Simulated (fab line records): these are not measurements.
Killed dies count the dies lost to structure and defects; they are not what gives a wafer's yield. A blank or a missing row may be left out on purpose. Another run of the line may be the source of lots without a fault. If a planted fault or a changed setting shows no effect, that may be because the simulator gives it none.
Check for tools in common :: flow nand harc :: 36 wafers sampled across 12 lots

## REASON FOR OPENING
On 1 of the 12 lots, a flag is raised at NHARC_P_STI_CD_MEAS_09 on the reading cd nm. Fault-free wafers read 200.2 nm, with a standard deviation of 1.4.
Rule: a lot is flagged when every wafer of it that has a number lies more than 4 standard deviations from that mean, or none has a number. All remaining lots are regarded as sound.

lot: L362
measured: day 2 21:03
on: cd sem-01
cd nm (nm), wafer by wafer: 201.4 201.7 200.6
flag: 

lot: L363
measured: day 3 06:26
on: cd sem-02
cd nm (nm), wafer by wafer: 200.7 200.9 199.0
flag: 

lot: L364
measured: day 3 17:46
on: cd sem-01
cd nm (nm), wafer by wafer: 200.2 200.1 198.0
flag: 

lot: L366
measured: day 4 12:24
on: cd sem-01
cd nm (nm), wafer by wafer: 207.4 208.4 210.3
flag: FLAGGED

lot: L368
measured: day 5 09:49
on: cd sem-02
cd nm (nm), wafer by wafer: 200.2 198.2 199.9
flag: 

lot: L376
measured: day 8 15:09
on: cd sem-01
cd nm (nm), wafer by wafer: 199.3 200.5 199.2
flag: 

lot: L377
measured: day 9 00:32
on: cd sem-02
cd nm (nm), wafer by wafer: 201.4 199.3 198.6
flag: 

lot: L378
measured: day 9 11:36
on: cd sem-01
cd nm (nm), wafer by wafer: 199.7 199.7 200.8
flag: 

lot: L380
measured: day 10 09:17
on: cd sem-01
cd nm (nm), wafer by wafer: 201.6 201.0 200.6
flag: 

lot: L381
measured: day 10 17:17
on: cd sem-01
cd nm (nm), wafer by wafer: 197.7 197.6 197.4
flag: 

lot: L382
measured: day 11 05:00
on: cd sem-01
cd nm (nm), wafer by wafer: 202.9 201.3 201.1
flag: 

lot: L384
measured: day 11 23:04
on: cd sem-02
cd nm (nm), wafer by wafer: 201.4 201.2 200.2
flag: 
On average the flagged lots' numbers are 208.7 nm, which is +8.5 nm against the usual, or +6 standard deviations.

## WHICH TOOL RAN EACH LOT
The record keeps 1 process step preceding the reading, out of 1302 steps on the route. In each cell: the tool, then ch and the chambers that the sampled wafers went through, then the start.
lot: L362
flag: 
NHARC_P_STI_EXPOSE_06: krf scanner-04 ch 0, day 2 20:54

lot: L363
flag: 
NHARC_P_STI_EXPOSE_06: krf scanner-04 ch 0, day 3 06:17

lot: L364
flag: 
NHARC_P_STI_EXPOSE_06: krf scanner-04 ch 0, day 3 17:37

lot: L366
flag: FLAGGED
NHARC_P_STI_EXPOSE_06: krf scanner-04 ch 0, day 4 12:16

lot: L368
flag: 
NHARC_P_STI_EXPOSE_06: krf scanner-02 ch 0, day 5 09:40

lot: L376
flag: 
NHARC_P_STI_EXPOSE_06: krf scanner-03 ch 0, day 8 15:00

lot: L377
flag: 
NHARC_P_STI_EXPOSE_06: krf scanner-03 ch 0, day 9 00:23

lot: L378
flag: 
NHARC_P_STI_EXPOSE_06: krf scanner-02 ch 0, day 9 11:28

lot: L380
flag: 
NHARC_P_STI_EXPOSE_06: krf scanner-04 ch 0, day 10 09:08

lot: L381
flag: 
NHARC_P_STI_EXPOSE_06: krf scanner-04 ch 0, day 10 17:07

lot: L382
flag: 
NHARC_P_STI_EXPOSE_06: krf scanner-02 ch 0, day 11 04:51

lot: L384
flag: 
NHARC_P_STI_EXPOSE_06: krf scanner-03 ch 0, day 11 22:56
What is done by these steps:
- NHARC_P_STI_EXPOSE_06: exposes mask P STI, target cd 200 nm.
- NHARC_P_STI_CD_MEAS_09: target cd 200 nm.

## FLAGGED OVER TOTAL, TOOL BY TOOL (the gauges that took the reading come last)
step: NHARC_P_STI_EXPOSE_06
tool: krf scanner-02
lots run: 3
flagged: 0
share of the flagged lots: none
sound lots run after its first flagged lot: -

step: NHARC_P_STI_EXPOSE_06
tool: krf scanner-03
lots run: 3
flagged: 0
share of the flagged lots: none
sound lots run after its first flagged lot: -

step: NHARC_P_STI_EXPOSE_06
tool: krf scanner-04
lots run: 6
flagged: 1
share of the flagged lots: all
sound lots run after its first flagged lot: 2 (L380,L381)

step: NHARC_P_STI_CD_MEAS_09
tool: cd sem-01
lots run: 8
flagged: 1
share of the flagged lots: all
sound lots run after its first flagged lot: 5 (L376,L378,L380,L381,L382)

step: NHARC_P_STI_CD_MEAS_09
tool: cd sem-02
lots run: 4
flagged: 0
share of the flagged lots: none
sound lots run after its first flagged lot: -

## THE TABLE: WHAT IT ALLOWS
In 2 table rows, all flagged lots were run: krf scanner-04 (NHARC_P_STI_EXPOSE_06), cd sem-01 (NHARC_P_STI_CD_MEAS_09).
- krf scanner-04 at NHARC_P_STI_EXPOSE_06 ran 6 lots, 1 of them flagged. Sound lots ran on it after the first flagged one (L380, L381), which a lasting fault on the whole tool wouldn't allow.
- cd sem-01 at NHARC_P_STI_CD_MEAS_09 ran 8 lots, 1 of them flagged. Sound lots ran on it after the first flagged one (L376, L378, L380, L381, L382), which a lasting fault on the whole tool wouldn't allow.
Not one row of the table ran every flagged lot while running no sound lot after the first.

## WHAT THE SIMULATOR HAD PUT IN
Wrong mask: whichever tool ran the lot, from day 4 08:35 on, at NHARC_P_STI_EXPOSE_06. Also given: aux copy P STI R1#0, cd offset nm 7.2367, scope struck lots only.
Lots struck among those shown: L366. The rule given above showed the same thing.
